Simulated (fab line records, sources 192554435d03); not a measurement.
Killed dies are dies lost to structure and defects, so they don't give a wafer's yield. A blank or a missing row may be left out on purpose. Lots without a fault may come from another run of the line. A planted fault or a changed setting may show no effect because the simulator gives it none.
A struck lot beside a sound one | flow n5_finfet | 15 steps out of a route of 1938
Sound: wafers L526.2, L526.4, L526.5. Struck: wafers L538.1, L538.5, L538.6. The cause comes at the end.
At each step with rows: each side's tool, then ch and its chambers, then its first start. Under that, the readings that differ: sound wafers | struck wafers | difference of the means | sigmas: that difference in standard deviations of wafers without a fault.
alike: readings whose means differ by less than 2 such deviations, and words and numbers that are the same on both sides. not compared: withheld readings, readings that some wafer has no value for, bounds like >300 that may hide the same value, and numbers for which the record gives no deviation and whose values overlap.
The two part at a step that has a row with sigmas, a row that says differs or no value, or rows on one side only. Numbers that don't overlap but have no deviation are shown without sigmas and don't part them. A reading that every wafer of one side lacks parts them only if that side has two wafers or more.

N5_PASSIVATION_AL_ETCH_33: etches Al in Cl2/BCl3, stops on TaN, target depth 2800 nm, time 466.7 s.
  sound on rie_metal-01 ch 0,1, day 13 17:08; struck on rie_metal-01 ch 0,1, day 16 03:40
  alike: bcl3_flow_sccm, drypump_motor_current_A, oes_product_au, throttle_valve_pct
  not compared: rf_hours_counter_h
N5_PASSIVATION_ETCH_59: etches TaN in Cl2/BCl3, target depth 65 nm, time 34.9 s.
  sound on rie_metal-01 ch 0,1, day 13 17:32; struck on rie_metal-01 ch 0,1, day 16 04:04
  alike: bcl3_flow_sccm, drypump_motor_current_A, oes_product_au, throttle_valve_pct
  not compared: rf_hours_counter_h
N5_PASSIVATION_STRIP_34: strips in O2.
  sound on rie_diel-06 ch 0,1,3, day 13 17:40; struck on rie_diel-04 ch 0,1, day 16 04:11
  alike: drypump_motor_current_A, o2_flow_sccm, oes_product_au, rf_vpp_V, showerhead_plenum_p_Torr, throttle_valve_pct
  not compared: rf_hours_counter_h
then, 4 steps without rows for these wafers: N5_PASSIVATION_STRIP_51 (strips in post etch residue remover, time 1200 s); N5_PASSIVATION_CLEAN_69 (cleans in IPA, time 180 s); N5_PASSIVATION_SRD_70 (time 30 s); N5_PASSIVATION_PECVD_53 (deposits SiO2 from TEOS/O2, target thk 800 nm, time 169.4 s).
N5_PASSIVATION_PECVD_35: deposits SiNx from SiH4/NH3/N2, target thk 700 nm, time 151.3 s.
  sound on pecvd-01 ch 0,2, day 13 18:16; struck on pecvd-04 ch 1,2, day 16 04:50
  alike: heater_power_w, showerhead_plenum_p_Torr, throttle_valve_pct
  not compared: since_wet_clean_h
then, 4 steps without rows for these wafers: N5_PASSIVATION_HMDS_37 (time 60 s); N5_PASSIVATION_COAT_38; N5_PASSIVATION_EBR_40; N5_PASSIVATION_SOFTBAKE_39 (time 120 s).
N5_PASSIVATION_EXPOSE_41: exposes mask PASS OPEN, defocus 0 nm, target cd 40000 nm.
  sound on krf_scanner-01 ch 0, day 13 18:32; struck on krf_scanner-01 ch 0, day 16 05:12
  reading              | sound             | struck            | difference | sigmas
  exposure_dose_mJ_cm2 | 57.39 57.29 57.31 | 58.73 58.69 58.68 | +1.37      | +24
  alike: mask
then, 2 steps without rows for these wafers: N5_PASSIVATION_PEB_42; N5_PASSIVATION_PROBE_49.

WHERE THEY PART
Only at N5_PASSIVATION_EXPOSE_41, within this record.

WHY: what the simulator had put in
Process parameter drift: krf_scanner-01, from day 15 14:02 on, at N5_PASSIVATION_EXPOSE_41. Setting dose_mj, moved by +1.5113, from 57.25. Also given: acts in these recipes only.
